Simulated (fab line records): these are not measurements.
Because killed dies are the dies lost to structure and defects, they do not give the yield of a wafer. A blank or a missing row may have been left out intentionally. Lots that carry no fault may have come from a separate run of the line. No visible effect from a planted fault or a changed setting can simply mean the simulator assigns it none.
fab line records -- flow n5Finfet
record: lots: 10, wafers: 30, lastDay: 17
route steps=1938 shown TV_LITHO@1883 PASSIVATION@1931
lots that met no fault: taken from a fault-free run of the same line
startH: hours from the record's first day to the start of the lot's first wafer shown -- waitH: hours elapsed since this lot's preceding step -- " repeats the value in the row above -- L1.1+2: one row covering several wafers at once -- - value missing, or start not given -- * or withheld: withheld -- < > ~ a bound
route shown NAME@n: names a module that has steps shown in the file, with the first one's number in the route -- usual: the fault-free wafers' mean and standard deviation -- same: alike in all rows -- chamber/n: place in a boat -- sites: readings site by site -- _std_site: standard deviation of those values -- _edge_site: the outer-site mean with the inner-site mean subtracted -- radiusMm: for every site, how far away it sits from the centre of the wafer -- mask NAME#n: copy n -- behind: the last tool/chamber to shape the wafer -- hold: cause of the lot's hold/its duration in hours/its outcome -- device: transistor that didn't switch, given as n, p or np -- end of line: the route-end tests of the same wafers -- a step with no rows: only its recipe -- killed: not the wafer's yield, but the dies lost to structure and defects at the first sort -- map: per-die view of a wafer (x killed, . not killed, _ where there is no die)
set.NAME: setting as actually run; set.NAME@STEP: the setting as run at that earlier step -- model.NAME: the simulator's own value behind a step, which no gauge read
a sample of lots followed through the steps of the route, with each step as a table and each wafer as a row
services: when a tool's chamber went out of use (startH, in hours from the record's first day, below 0 if earlier), for how many hours, and the reason
== steps ==
step: N5_PASSIVATION_CD_MEAS_10
recipe: targetCdNm: 3000, landingEnergyEv: 500, detector: seInlens
usual: cdNm: 3000/3.6
lot.wafer,tool,chamber,startH,waitH,cdNm
L774.2,cdSem-03,0,274.41,-,3004
L774.3,cdSem-03,0,274.41,-,3005
L774.6,cdSem-03,0,274.41,-,3004
L778.2,cdSem-02,0,294.44,-,3000
L778.3,cdSem-02,0,294.44,-,3001
L778.6,cdSem-02,0,294.44,-,2997
L779.3,cdSem-01,0,304.65,-,2997
L779.5,cdSem-01,0,304.65,-,2996
L779.6,cdSem-01,0,304.65,-,2997
L777.3,cdSem-03,0,307.03,-,3003
L777.4,cdSem-03,0,307.03,-,3002
L777.5,cdSem-03,0,307.03,-,3002
L783.2,cdSem-01,0,348.68,-,2997
L783.3,cdSem-01,0,348.68,-,2998
L783.6,cdSem-01,0,348.68,-,2996
L784.1,cdSem-02,0,352.88,-,3003
L784.5,cdSem-02,0,352.88,-,2999
L784.6,cdSem-02,0,352.88,-,3000
L790.2,cdSem-01,0,374.44,-,2999
L790.4,cdSem-01,0,374.44,-,2997
L790.5,cdSem-01,0,374.44,-,2993
L794.3,cdSem-02,0,395.30,-,2998
L794.4,cdSem-02,0,395.30,-,2997
L794.5,cdSem-02,0,395.30,-,2998
L791.1,cdSem-03,0,400.18,-,2997
L791.4,cdSem-03,0,400.18,-,2999
L791.5,cdSem-03,0,400.18,-,2999
L792.2,cdSem-02,0,400.22,-,2997
L792.5,cdSem-02,0,400.22,-,3001
L792.6,cdSem-02,0,400.22,-,2998
step: N5_PASSIVATION_DESCUM_12
recipe: chemistry: O2, timeS: 7.9, sourcePowerW: 50, biasPowerW: 20, pressureMtorr: 20, rfFrequencyHz: 2.712e+07, tempC: 40, o2FlowSccm: 225
usual: drypumpMotorCurrentA: 5.8/0.54, oesProductAu: 0.81/0.08, rfFwdPowerW: 49.70/0.16, rfVppV: 242.8/1.2, showerheadPlenumPTorr: 2.06/0.063, throttleValvePct: 20.32/0.28
same: timeS: 7.9
lot.wafer,tool,chamber,startH,waitH,drypumpMotorCurrentA,oesProductAu,rfFwdPowerW,rfHoursCounterH,rfVppV,showerheadPlenumPTorr,throttleValvePct
L774.2,rieDiel-05,0,274.50,0.0,6.4,0.76,49.68,132,241.4,2.02,20.59
L774.3,rieDiel-05,1,274.50,0.0,5.4,0.79,49.59,82,244.0,2.10,20.05
L774.6,rieDiel-05,2,274.50,0.0,5.7,0.83,49.90,-,243.2,2.10,19.94
L778.2,rieDiel-03,3,295.19,0.7,6.4,0.85,49.69,58,242.0,2.01,19.83
L778.3,rieDiel-03,0,295.19,0.7,6.5,0.92,49.94,18,241.6,2.03,20.14
L778.6,rieDiel-03,3,295.19,0.7,6.4,0.85,49.56,-,241.8,2.01,19.85
L779.3,rieDiel-05,1,304.99,0.3,5.4,0.77,49.71,90,244.1,2.09,20.06
L779.5,rieDiel-05,2,304.99,0.3,5.7,0.81,49.50,-,243.2,2.10,19.98
L779.6,rieDiel-05,3,304.99,0.3,5.5,0.89,49.76,-,244.1,2.12,20.36
L777.3,rieDiel-01,2,307.35,0.3,5.6,0.82,49.50,78,242.2,2.03,20.33
L777.4,rieDiel-01,0,307.35,0.3,6.0,0.70,49.80,197,242.2,2.09,20.73
L777.5,rieDiel-01,3,307.35,0.3,6.3,0.72,49.69,-,242.4,1.98,20.18
L783.2,rieDiel-01,1,348.92,0.2,5.7,0.88,49.66,30,246.1,2.22,20.12
L783.3,rieDiel-01,3,348.92,0.2,6.3,0.71,49.93,176,241.3,1.97,20.21
L783.6,rieDiel-01,3,348.92,0.2,6.3,0.71,49.79,-,240.7,1.97,20.19
L784.1,rieDiel-05,2,352.97,0.0,5.7,0.79,49.61,100,244.6,2.09,19.99
L784.5,rieDiel-05,0,352.97,0.0,6.4,0.75,49.92,-,241.9,2.01,20.61
L784.6,rieDiel-05,3,352.97,0.0,5.5,0.86,49.59,-,243.9,2.11,20.38
L790.2,rieDiel-01,1,374.52,0.0,5.7,0.88,49.75,36,245.1,2.21,20.13
L790.4,rieDiel-01,2,374.52,0.0,5.6,0.80,49.53,99,241.6,2.03,20.36
L790.5,rieDiel-01,1,374.52,0.0,5.7,0.88,49.89,-,245.3,2.21,20.13
L794.3,rieDiel-03,2,395.66,0.3,5.2,0.94,49.68,13,244.0,2.06,20.29
L794.4,rieDiel-03,0,395.66,0.3,6.5,0.88,49.88,50,242.0,2.02,20.18
L794.5,rieDiel-03,2,395.66,0.3,5.2,0.94,49.84,-,241.8,2.06,20.28
L791.1,rieDiel-05,2,400.28,0.0,5.7,0.79,49.85,114,243.1,2.09,20.01
L791.4,rieDiel-05,0,400.28,0.0,6.4,0.73,49.56,165,240.7,2.00,20.64
L791.5,rieDiel-05,3,400.28,0.0,5.5,0.85,49.58,-,243.9,2.11,20.41
L792.2,rieDiel-01,2,400.42,0.1,5.6,0.80,49.66,106,243.0,2.02,20.38
L792.5,rieDiel-01,0,400.42,0.1,6.0,0.68,49.63,-,243.9,2.08,20.78
L792.6,rieDiel-01,3,400.42,0.1,6.3,0.70,49.77,-,239.8,1.97,20.21
step: N5_PASSIVATION_STRIP_48
recipe: chemistry: O2, powerW: 600, tempC: 60, pressureMtorr: 30, rfFrequencyHz: 6e+07, biasPowerW: 0, overashFraction: 0.5, o2FlowSccm: 225
usual: drypumpMotorCurrentA: 5.6/0.37, oesProductAu: 0.81/0.087, rfVppV: 3.5/2.3, showerheadPlenumPTorr: 2.06/0.073, throttleValvePct: 16.66/0.25
lot.wafer,tool,chamber,startH,waitH,drypumpMotorCurrentA,oesProductAu,rfHoursCounterH,rfVppV,showerheadPlenumPTorr,throttleValvePct
L774.2,rieDiel-04,2,279.37,0.1,5.9,0.70,243,3.3,2.05,16.77
L774.3,rieDiel-04,1,279.37,0.1,5.1,0.76,188,7.5,1.98,16.99
L774.6,rieDiel-04,1,279.37,0.1,5.1,0.73,-,0.1,1.98,16.95
L778.2,rieDiel-06,3,300.30,0.1,5.5,0.78,108,4.8,2.02,16.62
L778.3,rieDiel-06,2,300.30,0.1,5.5,0.73,223,0.8,2.07,17.08
L778.6,rieDiel-06,0,300.30,0.1,5.6,0.92,-,4.5,2.04,16.37
L779.3,rieDiel-06,3,310.33,0.1,5.5,0.81,112,4.2,2.02,16.60
L779.5,rieDiel-06,0,310.33,0.1,5.7,0.88,-,5.0,2.03,16.33
L779.6,rieDiel-06,1,310.33,0.1,6.2,0.80,-,3.3,2.01,16.77
L777.3,rieDiel-06,0,311.32,0.1,5.7,0.87,42,2.0,2.03,16.31
L777.4,rieDiel-06,1,311.32,0.1,6.2,0.84,87,4.9,2.01,16.81
L777.5,rieDiel-06,0,311.32,0.1,5.6,0.86,-,0.3,2.03,16.32
L783.2,rieDiel-02,0,353.57,0.1,5.9,0.92,27,3.5,2.15,16.46
L783.3,rieDiel-02,3,353.57,0.1,5.2,0.74,115,3.9,2.01,16.75
L783.6,rieDiel-02,3,353.57,0.1,5.2,0.74,-,6.3,2.01,16.84
L784.1,rieDiel-06,2,357.09,0.1,5.5,0.69,242,2.0,2.06,17.02
L784.5,rieDiel-06,3,357.09,0.1,5.5,0.77,-,5.3,2.01,16.59
L784.6,rieDiel-06,0,357.09,0.1,5.7,0.84,-,4.5,2.03,16.37
L790.2,rieDiel-04,1,379.23,0.1,5.1,0.71,227,4.2,1.97,17.05
L790.4,rieDiel-04,2,379.23,0.1,6.0,0.89,20,3.3,2.05,16.35
L790.5,rieDiel-04,3,379.23,0.1,5.5,0.71,-,1.5,2.01,16.84
L794.3,rieDiel-02,2,402.44,0.1,4.8,0.94,9,5.4,2.16,16.43
L794.4,rieDiel-02,1,402.44,0.1,5.6,0.97,27,0.4,2.22,16.22
L794.5,rieDiel-02,0,402.44,0.1,5.9,0.89,-,2.5,2.15,16.50
L791.1,rieDiel-02,2,409.89,0.1,4.8,0.90,13,7.7,2.15,16.45
L791.4,rieDiel-02,3,409.89,0.1,5.2,0.76,140,2.4,2.00,16.81
L791.5,rieDiel-02,0,409.89,0.1,5.8,0.88,-,2.8,2.15,16.48
L792.2,rieDiel-02,0,410.91,0.1,5.9,0.89,53,2.7,2.14,16.42
L792.5,rieDiel-02,1,410.91,0.1,5.7,0.89,-,5.1,2.22,16.36
L792.6,rieDiel-02,2,410.91,0.1,4.8,0.92,-,4.3,2.15,16.39
step: N5_PASSIVATION_ANNEAL_56
recipe: tempC: 400, timeS: 1800, ambient: FGA, idleTempC: 300, rampUpCPerMin: 5, rampDownCPerMin: 3
usual: spikeTcBottomC: 423.9/2.3, spikeTcCentreC: 400.6/1.3, timeS: 1800/0, tube_center_temp_C_max: 401.04/0.17, zonePowerLowerPct: 4.8/0.61
lot.wafer,tool,chamber,startH,waitH,spikeTcBottomC,spikeTcCentreC,timeS,tube_center_temp_C_max,zonePowerLowerPct
L774.2,furnace-03,0,279.86,0.0,421.6,398.0,1800,401.08,5.2
L774.3,furnace-03,0,279.86,0.0,421.0,400.6,1800,400.79,5.2
L774.6,furnace-03,0,279.86,0.0,420.9,399.1,1800,400.91,5.1
L778.2,furnace-03,0,300.79,0.0,420.9,399.4,1800,401.06,5.1
L778.3,furnace-03,0,300.79,0.0,421.5,401.2,1800,401.30,5.1
L778.6,furnace-03,0,300.79,0.0,421.6,400.5,1800,401.19,5.1
L779.3,furnace-03,0,310.87,0.0,421.9,399.1,1800,400.93,5.1
L779.5,furnace-03,0,310.87,0.0,420.3,398.9,1800,400.96,5.1
L779.6,furnace-03,0,310.87,0.0,421.1,398.4,1800,400.79,5.0
L777.3,furnace-01,0,311.85,0.0,425.2,399.2,1800,401.19,4.0
L777.4,furnace-01,0,311.85,0.0,426.4,401.6,1800,401.21,4.0
L777.5,furnace-01,0,311.85,0.0,426.0,401.5,1800,400.79,3.9
L783.2,furnace-03,0,354.06,0.0,422.1,400.7,1800,401.00,5.1
L783.3,furnace-03,0,354.06,0.0,418.8,399.7,1800,401.11,5.1
L783.6,furnace-03,0,354.06,0.0,421.6,399.9,1800,401.04,5.1
L784.1,furnace-02,0,357.59,0.0,427.6,401.0,1800,400.75,5.4
L784.5,furnace-02,0,357.59,0.0,423.3,402.5,1800,400.90,5.3
L784.6,furnace-02,0,357.59,0.0,425.0,401.3,1800,400.89,5.4
L790.2,furnace-03,-,379.72,0.0,-,-,-,-,-
L790.4,furnace-03,-,379.72,0.0,-,-,-,-,-
L790.5,furnace-03,-,379.72,0.0,-,-,-,-,-
L794.3,furnace-02,0,402.94,0.0,426.3,402.2,1800,401.24,5.4
L794.4,furnace-02,0,402.94,0.0,427.2,401.7,1800,400.90,5.4
L794.5,furnace-02,0,402.94,0.0,424.0,402.4,1800,400.83,5.3
L791.1,furnace-03,-,410.42,0.0,-,-,-,-,-
L791.4,furnace-03,-,410.42,0.0,-,-,-,-,-
L791.5,furnace-03,-,410.42,0.0,-,-,-,-,-
L792.2,furnace-01,-,411.41,0.0,-,-,-,-,-
L792.5,furnace-01,-,411.41,0.0,-,-,-,-,-
L792.6,furnace-01,-,411.41,0.0,-,-,-,-,-
step: N5_PASSIVATION_PROBE_49
usual: defectLimitedYield: 91.3/1.5, killed_at_M0_to_M3: 35/8.7, killed_at_M4_up: 14/5.5, killedAtContacts: 11/5.6, killedAtFrontEnd: 39/13, killedAtOther: 3.7/2.2, killedDies: 103/18, killedOpen: 69/14, killedShort: 33/7.8, sort_bin_4_leakage: 0.02/0.15, sort_bin_5_function: 5.1/0.99, sort_bin_6_memory: 3.3/0.67, sort_bin_8_speed: 0.02/0.17, sortNPass: 1077/18, sortYieldPct: 91.2/1.5
same: grossDies: 1180, killedAtBackSide: 0
lot.wafer,tool,chamber,startH,waitH,defectLimitedYield[%],killed_at_M0_to_M3,killed_at_M4_up,killedAtContacts,killedAtFrontEnd,killedAtOther,killedDies,killedOpen,killedShort,sort_bin_4_leakage[%],sort_bin_5_function[%],sort_bin_6_memory[%],sort_bin_8_speed[%],sortNPass,sortYieldPct[%]
L778.2,prober-01,-,302.85,0.1,92.1,36,9,8,34,6,93,58,34,0,5.1,2.3,0,1087,92.1
L778.3,prober-01,-,302.90,0.1,91.7,41,16,9,27,5,98,68,30,0,4.6,3.5,0,1082,91.7
L778.6,prober-01,-,303.05,0.3,92.2,27,20,6,32,7,92,66,25,0,4.6,3.1,0,1088,92.2
killed by level:class
L778.2 DUMMY_GATE:geometricParticle:open=8 BEOL_M0_SAQP:geometricParticle:open=7 MOL_CONTACT_COAG:geometricParticle:open=7 FIN_SAQP:geometricParticle:open=6 BEOL_M0_SAQP:geometricParticle:short=6 BEOL_M2:geometricParticle:open=6 BEOL_M3:geometricParticle:open=6 DUMMY_GATE:geometricParticle:short=5
L778.3 BEOL_M0_SAQP:geometricParticle:open=11 BEOL_M2:geometricParticle:open=8 BEOL_M4:geometricParticle:open=7 DUMMY_GATE:geometricParticle:open=6 MOL_CONTACT_COAG:geometricParticle:open=6 BEOL_M3:geometricParticle:open=6 FIN_SAQP:geometricParticle:open=5 GATE_CUT:geometricParticle:short=4
L778.6 BEOL_M4:geometricParticle:open=10 BEOL_M0_SAQP:geometricParticle:open=8 STI_FIN_REVEAL:geometricParticle:open=6 MOL_CONTACT_COAG:geometricParticle:open=6 DUMMY_GATE:geometricParticle:open=5 BEOL_M3:geometricParticle:open=5 STARTING-WAFER:geometricParticle:short=4 GATE_CUT:geometricParticle:short=4
== services ==
tool,chamber,startH,hours,kind
rieDiel-03,-,271.79,0.6,repair
rieDiel-04,3,275.02,10.0,repair
rieDiel-06,3,280.34,5.1,repair
furnace-02,-,281.37,1.1,repair
rieDiel-05,2,312.96,1.2,repair
rieDiel-02,1,317.81,-,clean
rieDiel-02,1,317.81,-,consumableReplace:focusRing
rieDiel-02,1,317.81,-,consumableReplace:showerhead
rieDiel-02,1,317.81,17.8,scheduledDown
rieDiel-02,1,317.81,17.8,ventCycle
rieDiel-05,0,325.26,13.9,repair
rieDiel-05,1,332.19,21.8,repair
rieDiel-01,1,350.76,4.5,repair
rieDiel-03,3,355.96,5.1,repair
rieDiel-04,2,361.65,6.5,repair
rieDiel-02,2,366.02,-,clean
rieDiel-02,2,366.02,-,consumableReplace:focusRing
rieDiel-02,2,366.02,15.2,scheduledDown
rieDiel-02,2,366.02,15.2,ventCycle
rieDiel-06,2,379.64,-,clean
rieDiel-06,2,379.64,-,consumableReplace:focusRing
rieDiel-06,2,379.64,17.8,scheduledDown
rieDiel-04,-,401.02,14.6,pm
rieDiel-01,1,402.86,5.9,repair
== key ==
firstSign: step: N5_PASSIVATION_ANNEAL_56, reading: toolRecord, direction: missing
effect none on later readings
metAt N5_PASSIVATION_ANNEAL_56
struckLots L790,L791,L792
notActingAt N5_PASSIVATION_CD_MEAS_10,N5_PASSIVATION_DESCUM_12,N5_PASSIVATION_STRIP_48
onsetBetween 354.06 379.72
fault: kind: skippedStepWhole, tool: furnace-01,furnace-03, chamber: -, onsetH: 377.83, steps: N5_PASSIVATION_ANNEAL_56, scope: struckLotsOnly
